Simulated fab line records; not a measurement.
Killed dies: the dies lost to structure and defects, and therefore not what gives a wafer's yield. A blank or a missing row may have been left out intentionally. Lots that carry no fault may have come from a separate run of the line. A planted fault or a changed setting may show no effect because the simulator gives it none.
Comparing a struck lot with a sound one ; flow n5 finfet ; 21 steps out of a route of 1938
Sound: these wafers, L361.3, L361.4, L361.5. Wafers L358.1, L358.3, L358.6 were the ones struck. At the end, the cause is stated.
Order at every step that has rows: each side's tool, ch and its chambers, its first start. Under that, the readings that differ: sound wafers ; struck wafers ; difference of the means ; sigmas: that difference in standard deviations of wafers without a fault.
alike: a reading whose means differ by less than 2 such deviations, as well as words and numbers matching on both sides. not compared: withheld readings; readings where some wafer has no value; bounds like >300 that might hide an equal value; numbers whose values overlap and for which the record gives no deviation.
The two part at a step that has a row with sigmas, a row that says differs or no value, or rows on one side only. Non-overlapping numbers with no deviation appear without sigmas and do not part them. A reading missing from all wafers of one side parts the sides only when that side holds two or more wafers.

first, 8 steps without rows for these wafers: N5_BEOL_M14_DESCUM_15 (chemistry O2, time 7.9 s); N5_BEOL_M14_ETCH_59 (etches BARC in N2/H2, target depth 89 nm, overetch 26.7 nm, time 67.9 s); N5_BEOL_M14_VIA_ETCH_16 (etches SiO2 in C4F8/O2/Ar, target depth 1231.3 nm); N5_BEOL_M14_STRIP_63 (strips in O2); N5_BEOL_M14_STRIP_64 (strips in O2); N5_BEOL_M14_STRIP_71 (strips in post etch residue remover, time 60 s); N5_BEOL_M14_SRD_72 (time 30 s, dry time 30 s); N5_BEOL_M14_COAT_65 (time 60 s, resist thk 450 nm).
N5_BEOL_M14_COAT_66: time 60 s, resist thk 110 nm.
  sound on litho track-01 ch 0, day 14 21:40; struck on litho track-04 ch 0, day 14 05:56
reading;sound;struck;difference;sigmas
spin speed rpm (rpm);1499.5 1498.8 1498.8;1689.9 1691.8 1689.2;+191.3;+99 or more
model.SiARC_of_BEOL_M14_COAT_66.thk nm (nm);110.2 110 110.2;104 104.4 104.4;-6;
  alike: plate temp C
then, 8 steps without rows for these wafers: N5_BEOL_M14_COAT_22 (resist thk 300 nm); N5_BEOL_M14_EBR_24; N5_BEOL_M14_SOFTBAKE_23 (time 60 s); N5_BEOL_M14_EXPOSE_25 (exposes mask M14, target cd 280 nm); N5_BEOL_M14_PEB_26 (peb time 90 s); N5_BEOL_M14_DEVELOP_27 (develop time 45 s); N5_BEOL_M14_HARDBAKE_32 (time 120 s); N5_BEOL_M14_DESCUM_33 (chemistry O2, time 7.9 s).
N5_BEOL_M14_ETCH_67: etches SiARC in CF4, target depth 143 nm, time 238.3 s.
  sound on rie diel-05 ch 0,1,2, day 14 22:11; struck on rie diel-02 ch 0,1,3, day 14 06:21
reading;sound;struck;difference;sigmas
etch rf on time s (s);237 244 243;223 222 227;-17;-5
model.etch.depth nm (nm);110.1 110 110.3;104 104.4 104.3;-6;
model.coat_of_BEOL_M14_COAT_22.thk nm (nm);210.4 210.8 210.6;216.2 216 215.6;+5.3;
  alike: bias w, drypump motor current A, mfc ar sccm, oes product au, rf vpp V, showerhead plenum p Torr, throttle valve pct
  not compared: rf hours counter h
N5_BEOL_M14_ETCH_68: etches SOC in N2/H2, time 450 s.
  sound on rie diel-05 ch 0,1,2, day 14 22:20; struck on rie diel-02 ch 0,1,3, day 14 06:30
reading;sound;struck;difference;sigmas
model.SiARC_of_BEOL_M14_COAT_66.thk nm (nm);64.8 64.8 65.6;59.4 59.8 59.4;-5.5;
  alike: bias w, drypump motor current A, oes product au, rf vpp V, showerhead plenum p Torr, throttle valve pct
  not compared: rf hours counter h
then, 1 step without rows for these wafers: N5_BEOL_M14_STRIP_69 (strips in N2/H2).
N5_PASSIVATION_PROBE_49:
  sound on prober-02 at day 16 03:32; struck on prober-01 at day 15 07:51
reading;sound;struck;difference;sigmas
defect limited yield (%);94.1 93.5 94.3;88.5 88.6 89.7;-5.0;-3
killed_at_M0_to_M3;20 29 23;42 50 40;+20;+2
killed at front end;22 28 21;65 48 54;+32;+3
killed dies;70 77 67;136 134 122;+59;+3
killed short;22 18 14;67 48 44;+35;+4
sort_bin_5_function (%);3.5 3.7 3.5;7.0 6.1 5.5;+2.6;+3
sort_bin_6_memory (%);2.0 2.8 2.0;4.1 4.7 4.2;+2.1;+3
sort n pass;1110 1103 1113;1044 1046 1058;-59;-3
sort yield pct (%);94.1 93.5 94.3;88.5 88.6 89.7;-5.0;-3
  alike: killed_at_M4_up, killed at contacts, killed at other, killed open

WHERE THEY PART
Earliest at N5_BEOL_M14_COAT_66; latest, in this record, at N5_PASSIVATION_PROBE_49.

WHY: the cause the simulator had injected
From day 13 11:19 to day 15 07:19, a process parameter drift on litho track-04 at N5_BEOL_M14_COAT_66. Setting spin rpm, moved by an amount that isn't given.
